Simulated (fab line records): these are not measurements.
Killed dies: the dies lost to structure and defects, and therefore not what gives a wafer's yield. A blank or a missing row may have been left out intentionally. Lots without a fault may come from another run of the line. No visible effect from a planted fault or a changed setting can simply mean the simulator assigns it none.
Matching of chambers || flow n5-finfet || N5_BEOL_M5_ETCH_61 on rie-diel-02 has 4 sister chambers
The step etches SiARC in CF4, target depth 15.6 nm, time 26 s. 8 wafers are shown with their chamber, then 7 later ones without.

EACH WAFER AND ITS CHAMBER
{"wafer": "L663.1", "chamber": 3, "showerhead-plenum-p-Torr (Torr)": 2.02, "throttle-valve-pct (%)": 15.78}
{"wafer": "L663.4", "chamber": 1, "showerhead-plenum-p-Torr (Torr)": 2.26, "throttle-valve-pct (%)": 15.42}
{"wafer": "L663.6", "chamber": 0, "showerhead-plenum-p-Torr (Torr)": 2.06, "throttle-valve-pct (%)": 15.44}
{"wafer": "L666.2", "chamber": 1, "showerhead-plenum-p-Torr (Torr)": 2.26, "throttle-valve-pct (%)": 15.44}
{"wafer": "L666.4", "chamber": 2, "showerhead-plenum-p-Torr (Torr)": 2.14, "throttle-valve-pct (%)": 15.74}
{"wafer": "L666.5", "chamber": 3, "showerhead-plenum-p-Torr (Torr)": 2.02, "throttle-valve-pct (%)": 15.78}
{"wafer": "L669.1", "chamber": 0, "showerhead-plenum-p-Torr (Torr)": 2.06, "throttle-valve-pct (%)": 15.47}
{"wafer": "L669.2", "chamber": 2, "showerhead-plenum-p-Torr (Torr)": 2.13, "throttle-valve-pct (%)": 15.75}

WAFERS WHOSE CHAMBER IS MISSING
{"wafer": "L669.4", "showerhead-plenum-p-Torr (Torr)": 2.02, "throttle-valve-pct (%)": 15.81}
{"wafer": "L672.1", "showerhead-plenum-p-Torr (Torr)": 2.25, "throttle-valve-pct (%)": 15.45}
{"wafer": "L672.2", "showerhead-plenum-p-Torr (Torr)": 2.13, "throttle-valve-pct (%)": 15.77}
{"wafer": "L672.6", "showerhead-plenum-p-Torr (Torr)": 2.06, "throttle-valve-pct (%)": 15.46}
{"wafer": "L680.2", "showerhead-plenum-p-Torr (Torr)": 2.13, "throttle-valve-pct (%)": 15.82}
{"wafer": "L680.3", "showerhead-plenum-p-Torr (Torr)": 2.25, "throttle-valve-pct (%)": 15.50}
{"wafer": "L680.4", "showerhead-plenum-p-Torr (Torr)": 2.01, "throttle-valve-pct (%)": 15.85}

THE CHAMBER EACH PASSED THROUGH
{"wafer": "L669.4", "from the rows above": 3, "in truth": 3}
{"wafer": "L672.1", "from the rows above": 1, "in truth": 1}
{"wafer": "L672.2", "from the rows above": 2, "in truth": 2}
{"wafer": "L672.6", "from the rows above": 0, "in truth": 0}
{"wafer": "L680.2", "from the rows above": 2, "in truth": 2}
{"wafer": "L680.3", "from the rows above": 1, "in truth": 1}
{"wafer": "L680.4", "from the rows above": 3, "in truth": 3}
Placed correctly: 7 of 7. From these rows, 0 cannot be placed. Number placed wrongly: 0.
How it was worked out, from the rows above alone: a wafer's distance from a chamber is the root of the sum, over the readings, of the square of ((its reading less the chamber's mean) divided by the reading's scatter). The wafer belongs to the nearest chamber; if the next one is less than 2 further off, it can't be placed. Each chamber's mean is taken over the wafers shown for it. How the scatter is found: for the shown wafers, subtract from each reading the mean of its chamber, square and add these, divide the total by (wafers less chambers), then take the root.
